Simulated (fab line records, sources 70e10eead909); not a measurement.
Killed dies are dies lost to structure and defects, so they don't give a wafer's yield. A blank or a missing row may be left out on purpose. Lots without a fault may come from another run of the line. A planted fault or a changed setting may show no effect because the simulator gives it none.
fab line records | flow nand_harc
record lots=6 wafers=18 last_day=34
route steps=1302 shown A_M0@1139 END@1302
lots that met no fault: from a run of the same line without faults
start_h: hours from the record's first day to the start of the lot's first wafer shown | wait_h: hours since the lot's step before | " the same as in the row above | L1.1+2: a row that stands for several wafers | - no value, or no start given | * or withheld: withheld | < > ~ a bound
route shown NAME@n: a module of which the file shows steps, and the number in the route of the first | usual: mean/standard deviation of fault-free wafers | same: alike in all rows | chamber/n: place in a boat | sites: the reading at each site | _std_site: their standard deviation | _edge_site: outer sites' mean less inner sites' | radius_mm: how far each site lies from the wafer's centre | mask NAME#n: copy n | behind: the tool/chamber that last shaped the wafer | hold: why the lot was held/for how many hours/how that ended | device: the transistor (n, p or np) that didn't switch | end of line: the same wafers' tests at the end of the route | a step without rows: its recipe alone | killed: dies lost to structure and defects at the first sort, not the wafer's yield | map: a wafer's dies, x killed, . not, _ none there
set.NAME: the setting as run; set.NAME@STEP: as run at that earlier step | model.NAME: the simulator's own value behind a step, which no gauge read
lots at some steps of the route; a table a step, a row a wafer
services: from which hour (start_h, from the record's first day; less than 0 if before it) a tool's chamber was out of use, for how many hours, and why
## steps
# step NHARC_A_M0_HMDS_02
# recipe time_s=30
# step NHARC_A_M0_COAT_33
# recipe temp_c=200 time_s=65
# step NHARC_A_M0_COAT_03
# recipe spin_rpm=1500 resist_thk_nm=90
# step NHARC_A_M0_SOFTBAKE_04
# recipe temp_c=105 time_s=55
# step NHARC_A_M0_EBR_05
# step NHARC_A_M0_EXPOSE_06
# recipe na=1.35 target_cd_nm=80 dose_mj=83.25 mask_id=A_M0
# step NHARC_A_M0_PEB_07
# recipe peb_temp_c=100 peb_time_s=65
# step NHARC_A_M0_DEVELOP_08
# recipe develop_time_s=35 dev_temp_c=23
# step NHARC_A_M0_CD_MEAS_09
# recipe target_cd_nm=80 landing_energy_ev=500
# usual cd_nm=80.0/0.56
# columns lot.wafer tool chamber start_h wait_h cd_nm
L319.1 cd_sem-01 0 589.52 - 80.4
L319.2 " 0 " " 80.8
L319.3 " 0 " " 80.8
L320.3 cd_sem-03 0 605.45 - 80.0
L320.4 " 0 " " 80.1
L320.6 " 0 " " 81.0
L327.3 cd_sem-03 0 662.81 - 80.4
L327.5 " 0 " " 80.4
L327.6 " 0 " " 80.1
L331.1 cd_sem-01 0 711.28 - 79.6
L331.3 " 0 " " 79.7
L331.6 " 0 " " 79.9
L332.1 cd_sem-03 0 718.54 - 79.9
L332.3 " 0 " " 79.2
L332.5 " 0 " " 80.2
L336.1 cd_sem-03 0 762.24 - 79.7
L336.4 " 0 " " 79.4
L336.5 " 0 " " 79.9
# step NHARC_A_M0_OVL_MEAS_10
# recipe pitch_nm=160
# usual overlay_x_nm=0.1/0.85 overlay_y_nm=0.0/0.79
# columns lot.wafer tool chamber start_h wait_h overlay_x_nm overlay_y_nm
L319.1 overlay-02 - 589.61 - 1.2 0.2
L319.2 " - " " 1.0 -0.1
L319.3 " - " " 0.9 -0.1
L320.3 overlay-01 - 605.54 - -1.0 -0.2
L320.4 " - " " -0.8 -0.2
L320.6 " - " " -0.4 -0.4
L327.3 overlay-01 - 662.90 - -0.2 1.0
L327.5 " - " " 0.4 1.9
L327.6 " - " " -0.2 1.8
L331.1 overlay-01 - 711.36 - 0.9 -1.7
L331.3 " - " " 0.7 -1.5
L331.6 " - " " 0.8 -1.5
L332.1 overlay-02 - 718.63 - -0.3 -1.0
L332.3 " - " " -0.1 -0.7
L332.5 " - " " -0.5 -0.5
L336.1 overlay-01 - 762.33 - -1.3 -0.1
L336.4 " - " " -1.3 0.9
L336.5 " - " " -1.1 1.1
# step NHARC_A_M0_INSPECT_11
# usual raw_defect_count=76/39
# columns lot.wafer tool chamber start_h wait_h raw_defect_count
L319.1 defect_inspect-02 - 589.65 0.0 145
L319.2 " - " " 156
L319.3 " - " " 173
L320.3 defect_inspect-01 - 605.57 0.0 120
L320.4 " - " " 123
L320.6 " - " " 101
L327.3 defect_inspect-01 - 662.93 0.0 31
L327.5 " - " " 33
L327.6 " - " " 35
L331.1 defect_inspect-02 - 711.40 0.0 114
L331.3 " - " " 110
L331.6 " - " " 102
L332.1 defect_inspect-02 - 718.67 0.0 82
L332.3 " - " " 81
L332.5 " - " " 66
L336.1 defect_inspect-02 - 762.36 0.0 64
L336.4 " - " " 39
L336.5 " - " " 47
# step NHARC_A_M0_DESCUM_14
# recipe time_s=3 o2_flow_sccm=200 ar_flow_sccm=0 bias_power_w=0 chemistry=O2
# usual chamber_pressure_mTorr=59.99/0.16 drypump_motor_current_A=5.9/0.52 oes_product_au=1.002/0.0073 rf_vpp_V=57.7/0.96 showerhead_plenum_p_Torr=1.90/0.089 throttle_valve_pct=11.311/0.0091
# columns lot.wafer tool chamber start_h wait_h chamber_pressure_mTorr drypump_motor_current_A oes_product_au rf_hours_counter_h rf_vpp_V showerhead_plenum_p_Torr throttle_valve_pct
L319.2 rie_diel-08 3 589.71 0.1 60.09 5.4 1.011 1.3 60.2 1.94 11.299
L319.1 " 0 " " 60.03 6.0 0.998 1.0 57.3 1.79 11.318
L319.3 " 1 " " 59.99 5.2 1.009 1.1 57.7 2.03 11.315
L320.3 rie_diel-08 2 605.65 0.1 60.10 5.5 1.011 2.2 56.3 1.79 11.323
L320.4 " 3 " " 59.92 5.4 1.001 2.1 55.9 1.94 11.317
L320.6 " 1 " " 60.00 5.3 1.012 - 58.3 2.03 11.313
L327.3 rie_diel-11 1 662.99 0.1 60.09 6.6 1.004 2.9 57.1 1.90 11.311
L327.5 " 1 " " 59.96 6.7 0.990 - 58.5 1.90 11.296
L327.6 " 2 " " 59.96 5.8 0.993 - 56.2 1.86 11.297
L331.1 rie_diel-01 2 711.46 0.1 59.95 5.8 0.992 7.2 59.0 1.78 11.310
L331.3 " 1 " " 59.99 6.5 0.989 7.1 56.9 1.86 11.317
L331.6 " 3 " " 60.07 6.6 0.995 - 58.9 2.05 11.312
L332.1 rie_diel-01 1 718.73 0.1 60.06 6.4 1.009 7.4 58.6 1.86 11.310
L332.3 " 0 " " 59.90 5.3 1.005 7.3 57.7 1.93 11.310
L332.5 " 2 " " 60.02 5.8 0.999 - 57.0 1.78 11.319
L336.1 rie_diel-08 3 762.42 0.1 60.02 5.4 1.007 2.1 58.4 1.93 11.298
L336.5 " 0 " " 59.97 6.0 1.006 - 55.4 1.78 11.313
L336.4 " 2 " " 60.03 5.5 1.009 - 58.9 1.79 11.312
# step NHARC_A_M0_ETCH_34
# recipe target_depth_a=400 overetch_a=120 time_s=43.94 ion_energy_ev=200 n2_flow_sccm=150 h2_flow_sccm=150 ar_flow_sccm=0 rf_w=400 bias_w=150 chemistry=N2/H2
# usual chamber_pressure_mTorr=29.997/0.027 drypump_motor_current_A=5.9/0.51 h2_flow_sccm=150.0/0.45 oes_product_au=1.001/0.007 rf_vpp_V=429.9/2.6 run_length_s=65.2/0.39 showerhead_plenum_p_Torr=2.02/0.093 throttle_valve_pct=14.170/0.0087
# columns lot.wafer tool chamber start_h wait_h chamber_pressure_mTorr drypump_motor_current_A h2_flow_sccm oes_product_au rf_hours_counter_h rf_vpp_V run_length_s showerhead_plenum_p_Torr throttle_valve_pct
L319.3 rie_diel-08 3 589.80 0.1 29.981 5.4 149.6 0.998 1.3 429.9 65.4 2.07 14.162
L319.2 " 0 " " 29.962 6.0 149.4 1.006 1.0 425.2 52.1 1.90 14.163
L319.1 " 1 " " 29.975 5.2 150.0 1.007 1.2 434.0 65.3 2.17 14.168
L320.4 rie_diel-08 0 605.72 0.1 30.027 6.0 150.2 0.998 2.2 425.9 52.1 1.90 14.179
L320.3 " 2 " " 29.950 5.5 148.9 0.993 2.2 427.6 64.6 1.91 14.165
L320.6 " 0 " " 29.995 6.0 149.8 1.013 - 426.0 52.3 1.90 14.170
L327.3 rie_diel-11 1 663.11 0.1 29.977 6.7 150.1 1.005 2.9 431.1 65.4 2.02 14.172
L327.5 " 0 " " 30.047 5.2 150.1 1.014 - 430.6 65.0 2.08 14.161
L327.6 " 1 " " 29.928 6.7 151.0 0.992 - 429.9 65.7 2.02 14.163
L331.3 rie_diel-01 1 711.55 0.1 30.017 6.4 149.7 1.003 7.1 429.4 64.7 1.98 14.191
L331.1 " 2 " " 30.012 5.8 150.1 0.991 7.2 426.4 65.5 1.89 14.178
L331.6 " 1 " " 30.013 6.4 149.8 0.998 - 428.5 64.7 1.98 14.178
L332.1 rie_diel-01 0 718.81 0.1 29.976 5.3 150.0 1.004 7.3 431.8 65.3 2.06 14.167
L332.3 " 1 " " 29.982 6.4 149.8 1.002 7.4 428.8 64.9 1.98 14.170
L332.5 " 1 " " 30.038 6.4 149.3 0.999 - 428.9 65.3 1.98 14.161
L336.1 rie_diel-08 0 762.54 0.1 30.001 6.0 150.1 1.004 2.9 427.7 65.4 1.90 14.184
L336.4 " 3 " " 30.020 5.4 149.6 1.016 - 431.1 65.6 2.06 14.169
L336.5 " 0 " " 29.990 6.0 150.6 1.007 - 425.4 65.4 1.90 14.171
# step NHARC_A_M0_ETCH_15
# recipe target_depth_a=1500 overetch_a=150 time_s=82.5 c4f8_flow_sccm=withheld ar_flow_sccm=400 rf_w=600 bias_w=300 chemistry=C4F8/Ar
# usual chamber_pressure_mTorr=25.001/0.019 oes_product_au=0.953/0.021 rf_vpp_V=440.3/2.9 run_length_s=103.8/0.37
# columns lot.wafer tool chamber start_h wait_h chamber_pressure_mTorr oes_product_au rf_hours_counter_h rf_vpp_V run_length_s
L319.2 rie_diel-08 1 - - 25.018 0.978 1.2 444.5 104.1
L319.3 " 2 " " 25.022 0.975 1.5 436.5 103.2
L319.1 " 3 " " 25.034 0.966 1.3 442.5 103.8
L320.3 rie_diel-08 0 - - 24.981 0.949 2.2 437.3 104.0
L320.4 " 1 " " 25.001 0.943 2.3 444.2 104.2
L320.6 " 3 " " 24.985 0.957 - 441.0 104.2
L327.3 rie_diel-11 1 - - 24.963 0.964 2.9 442.0 104.3
L327.6 " 2 " " 24.985 0.962 - 438.1 103.9
L327.5 " 0 " " 24.983 0.961 - 443.1 103.4
L331.3 rie_diel-01 2 - - 25.004 0.929 7.3 438.4 103.5
L331.1 " 3 " " 25.001 0.929 4.9 445.7 103.6
L331.6 " 1 " " 24.973 0.927 - 439.4 103.2
L332.3 rie_diel-01 3 - - 24.972 0.925 5.1 444.0 103.4
L332.1 " 0 " " 24.992 0.938 7.3 440.9 103.6
L332.5 " 2 " " 25.010 0.922 - 436.4 103.8
L336.1 rie_diel-08 3 - - 25.022 0.964 2.1 442.3 104.0
L336.4 " 0 " " 25.011 0.963 - 436.5 103.7
L336.5 " 2 " " 25.000 0.967 - 438.8 103.0
# step NHARC_END_SORT_01
# recipe temp_c=25
# usual defect_limited_yield=91.9/2.7 killed_at_array=50/18 killed_at_other=0.8/1.1 killed_at_periphery=4.1/2.9 killed_dies=55/18 killed_open=3.5/1.9 killed_short=2.4/1.5 sort_bin_2_pct=2.8/1.2 sort_bin_3_pct=0.6/0.37 sort_bin_4_pct=4.7/1.5 sort_n_pass=622/18 sort_rim_yield_pct=90/4.4 sort_yield_pct=91.9/2.7
# same gross_dies=677 sort_bin_5_pct[%]=0 sort_bin_6_pct[%]=0 sort_bin_7_pct[%]=0 sort_bin_8_pct[%]=0 sort_rim_n_gross=106.00
# columns lot.wafer tool chamber start_h wait_h defect_limited_yield[%] killed_at_array killed_at_other killed_at_periphery killed_dies killed_open killed_short sort_bin_2_pct[%] sort_bin_3_pct[%] sort_bin_4_pct[%] sort_n_pass sort_rim_yield_pct[%] sort_yield_pct[%]
L319.1 prober-02 0 631.32 2.5 86.9 83 0 6 89 5 1 4.7 1.0 7.4 588 83 86.9
L319.2 prober-02 0 632.13 2.8 87.4 80 1 4 85 3 2 5.3 1.3 5.9 592 84 87.4
L319.3 prober-02 0 632.94 3.1 86.7 86 0 4 90 9 1 5.9 0.9 6.5 587 84 86.7
L320.3 prober-01 0 648.84 3.1 88.8 71 2 3 76 2 2 4.3 1.6 5.3 601 86 88.8
L320.4 prober-01 0 649.64 3.4 89.7 65 1 4 70 4 0 4.0 0.9 5.5 607 81 89.7
L320.6 prober-01 0 651.25 4.0 90.0 65 1 2 68 3 1 3.8 0.3 5.9 609 82 90.0
L327.3 prober-01 0 720.30 3.1 95.6 29 0 1 30 0 3 1.8 0.3 2.4 647 97 95.6
L327.5 prober-01 0 721.90 3.7 95.0 31 1 2 34 2 2 1.6 0.1 3.2 643 90 95.0
L327.6 prober-01 0 722.70 4.0 94.5 31 0 6 37 6 4 1.5 0.1 3.8 640 96 94.5
L331.1 prober-01 0 754.63 2.5 91.1 57 0 3 60 4 3 2.7 0.9 5.3 617 88 91.1
L331.3 prober-01 0 756.22 3.1 87.4 82 0 3 85 2 3 4.0 0.6 8.0 592 84 87.4
L331.6 prober-01 0 758.60 4.0 90.0 63 0 5 68 3 3 4.0 0.7 5.3 609 89 90.0
L332.1 prober-01 0 762.37 2.5 89.4 56 5 11 72 1 2 4.1 0.4 6.1 605 89 89.4
L332.3 prober-01 0 763.99 3.1 92.5 40 1 10 51 3 3 3.2 0.7 3.5 626 91 92.5
L332.5 prober-01 0 765.60 3.7 92.5 42 2 7 51 3 3 3.1 0.6 3.8 626 89 92.5
L336.1 prober-02 0 801.56 2.5 91.4 53 3 2 58 4 3 3.4 0.6 4.6 619 89 91.4
L336.4 prober-02 0 803.93 3.4 95.1 29 1 3 33 3 1 1.6 0.3 3.0 644 95 95.1
L336.5 prober-02 0 804.72 3.7 92.8 44 2 3 49 2 2 2.5 0.4 4.3 628 93 92.8
# killed by level:class
L319.1 A_SLIT:chamber_film_flake=25 A_CHANNEL_HOLE_D1:chamber_film_flake=23 A_CHANNEL_HOLE_D2:chamber_film_flake=19 A_CONTACT:chamber_film_flake=5 P_GATE:chamber_film_flake=3 A_ZERO_WELL:chamber_film_flake=3 P_CONTACT:geometric_particle:open=1 P_M0:geometric_particle:open=1
L319.2 A_CHANNEL_HOLE_D2:chamber_film_flake=24 A_CHANNEL_HOLE_D1:chamber_film_flake=20 A_SLIT:chamber_film_flake=18 A_CONTACT:chamber_film_flake=9 A_CHANNEL_FILL_D1:chamber_film_flake=4 P_GATE:chamber_film_flake=2 P_M0:geometric_particle:open=1 A_ONON_D1:geometric_particle:open=1
L319.3 A_SLIT:chamber_film_flake=24 A_CHANNEL_HOLE_D1:chamber_film_flake=23 A_CHANNEL_HOLE_D2:chamber_film_flake=19 A_CONTACT:chamber_film_flake=7 P_GATE:chamber_film_flake=3 A_CONTACT:geometric_particle:open=2 A_STAIRCASE:chamber_film_flake=2 P_M0:geometric_particle:open=1
L320.3 A_CHANNEL_HOLE_D2:chamber_film_flake=29 A_SLIT:chamber_film_flake=26 A_CONTACT:chamber_film_flake=6 A_STAIRCASE:chamber_film_flake=3 A_WL_FILL:chamber_film_flake=3 THIN_TSV:chamber_film_flake=2 P_M0:geometric_particle:open=1 A_ONON_D2:geometric_particle:short=1
L320.4 A_SLIT:chamber_film_flake=27 A_CHANNEL_HOLE_D2:chamber_film_flake=24 A_CONTACT:chamber_film_flake=5 A_CHANNEL_HOLE_D1:chamber_film_flake=4 A_M0:geometric_particle:open=2 P_STI:chamber_film_flake=2 P_CONTACT:chamber_film_flake=2 A_CHANNEL_FILL_D2:geometric_particle:open=1
L320.6 A_SLIT:chamber_film_flake=27 A_CHANNEL_HOLE_D2:chamber_film_flake=25 A_WL_FILL:chamber_film_flake=4 A_CHANNEL_HOLE_D1:chamber_film_flake=2 A_CONTACT:chamber_film_flake=2 P_M0:geometric_particle:short=1 A_ONON_D2:geometric_particle:open=1 A_CHANNEL_FILL_D2:geometric_particle:open=1
L327.3 A_CONTACT:chamber_film_flake=7 A_CHANNEL_HOLE_D1:chamber_film_flake=6 A_SLIT:chamber_film_flake=5 A_STAIRCASE:chamber_film_flake=3 A_DECK1_JOINT:chamber_film_flake=3 A_SGD_CUT:geometric_particle:short=1 A_WL_FILL:geometric_particle:short=1 A_M0:geometric_particle:short=1
L327.5 A_CONTACT:chamber_film_flake=10 A_CHANNEL_HOLE_D1:chamber_film_flake=6 A_SLIT:chamber_film_flake=4 A_DECK1_JOINT:chamber_film_flake=3 A_SOURCE_PLATE:geometric_particle:short=1 A_CHANNEL_HOLE_D2:geometric_particle:short=1 A_WL_FILL:geometric_particle:open=1 A_BONDPAD:geometric_particle:open=1
L327.6 A_CONTACT:chamber_film_flake=10 A_CHANNEL_HOLE_D1:chamber_film_flake=7 A_DECK1_JOINT:chamber_film_flake=4 P_GATE:geometric_particle:open=3 A_STAIRCASE:chamber_film_flake=3 P_ZERO_WELL:chamber_film_flake=2 P_STI:geometric_particle:short=1 A_DECK1_JOINT:geometric_particle:short=1
L331.1 A_SLIT:chamber_film_flake=21 A_CHANNEL_HOLE_D2:chamber_film_flake=11 A_CHANNEL_HOLE_D1:chamber_film_flake=10 A_CONTACT:chamber_film_flake=4 A_WL_FILL:chamber_film_flake=3 A_CHANNEL_FILL_D2:geometric_particle:open=2 A_STAIRCASE:chamber_film_flake=2 P_M0:geometric_particle:open=1
L331.3 A_SLIT:chamber_film_flake=30 A_CHANNEL_HOLE_D2:chamber_film_flake=17 A_CHANNEL_HOLE_D1:chamber_film_flake=14 A_STAIRCASE:chamber_film_flake=8 A_CONTACT:chamber_film_flake=3 A_WL_FILL:chamber_film_flake=3 A_M1:chamber_film_flake=2 P_CONTACT:geometric_particle:short=1
L331.6 A_SLIT:chamber_film_flake=23 A_CHANNEL_HOLE_D2:chamber_film_flake=19 A_CHANNEL_HOLE_D1:chamber_film_flake=7 A_WL_FILL:chamber_film_flake=3 A_CONTACT:chamber_film_flake=3 A_BONDPAD:chamber_film_flake=2 P_CONTACT:geometric_particle:short=1 P_M0:geometric_particle:open=1
L332.1 A_CHANNEL_HOLE_D1:chamber_film_flake=26 A_CONTACT:chamber_film_flake=11 P_CONTACT:chamber_film_flake=9 A_CHANNEL_HOLE_D2:chamber_film_flake=5 THIN_TSV:chamber_film_flake=5 A_CHANNEL_FILL_D2:chamber_film_flake=3 A_STAIRCASE:chamber_film_flake=3 P_GATE:chamber_film_flake=2
L332.3 A_CHANNEL_HOLE_D1:chamber_film_flake=20 A_CONTACT:chamber_film_flake=6 P_CONTACT:chamber_film_flake=4 A_SLIT:chamber_film_flake=3 A_CHANNEL_FILL_D2:chamber_film_flake=3 P_CONTACT:geometric_particle:open=2 A_CHANNEL_FILL_D2:geometric_particle:short=2 P_GATE:chamber_film_flake=2
L332.5 A_CHANNEL_HOLE_D1:chamber_film_flake=19 A_SLIT:chamber_film_flake=5 A_CONTACT:chamber_film_flake=5 P_GATE:chamber_film_flake=3 P_CONTACT:chamber_film_flake=3 A_CHANNEL_HOLE_D2:chamber_film_flake=3 A_DECK1_JOINT:chamber_film_flake=2 THIN_TSV:chamber_film_flake=2
L336.1 A_CHANNEL_HOLE_D1:chamber_film_flake=25 A_SLIT:chamber_film_flake=7 A_WL_FILL:chamber_film_flake=6 A_CONTACT:chamber_film_flake=3 THIN_TSV:chamber_film_flake=3 A_WL_FILL:geometric_particle:open=2 A_CHANNEL_FILL_D1:chamber_film_flake=2 A_CHANNEL_HOLE_D2:chamber_film_flake=2
L336.4 A_CHANNEL_HOLE_D1:chamber_film_flake=16 A_SLIT:chamber_film_flake=6 A_CONTACT:chamber_film_flake=3 A_WL_FILL:chamber_film_flake=2 P_GATE:geometric_particle:open=1 P_GATE:geometric_particle:short=1 P_M2:geometric_particle:open=1 A_CHANNEL_HOLE_D2:geometric_particle:open=1
L336.5 A_CHANNEL_HOLE_D1:chamber_film_flake=16 A_CONTACT:chamber_film_flake=8 A_STAIRCASE:chamber_film_flake=7 A_SLIT:chamber_film_flake=7 A_WL_FILL:chamber_film_flake=3 P_STI:geometric_particle:short=1 P_GATE:geometric_particle:open=1 A_ONON_D2:geometric_particle:open=1
## services
# columns tool chamber start_h hours kind
rie_diel-08 0 578.33 - clean
rie_diel-08 1 578.33 - clean
rie_diel-08 2 578.33 - clean
rie_diel-08 3 578.33 - clean
rie_diel-08 0 603.09 - clean
rie_diel-08 1 603.09 - clean
rie_diel-08 2 603.09 - clean
rie_diel-08 3 603.09 - clean
rie_diel-11 - 606.65 0.4 repair
rie_diel-11 - 609.50 9.0 pm
rie_diel-08 0 627.59 - clean
rie_diel-08 1 627.59 - clean
rie_diel-08 2 627.59 - clean
rie_diel-08 3 627.59 - clean
rie_diel-01 3 644.26 42.2 repair
rie_diel-08 0 652.09 - clean
rie_diel-11 3 659.99 3.4 repair
rie_diel-11 1 673.66 3.4 repair
rie_diel-08 1 689.70 9.9 repair
rie_diel-01 0 700.92 7.0 repair
rie_diel-08 - 721.83 9.0 pm
rie_diel-01 - 734.83 9.0 pm
rie_diel-01 2 744.87 2.4 repair
rie_diel-08 1 758.89 9.1 repair
## key
first_sign step=NHARC_A_M0_ETCH_34 reading=run_length_s direction=down sigmas=33 usual=* struck=*
effect none on later readings
met_at NHARC_A_M0_ETCH_34
struck_wafers L319.2,L320.4,L320.6
fault kind=process_parameter_drift tool=rie_diel-08 chamber=0 onset_h=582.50 steps=NHARC_A_M0_ETCH_34 channel=time_s offset=* shape=step end_h=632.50 acts_in=* stated=*
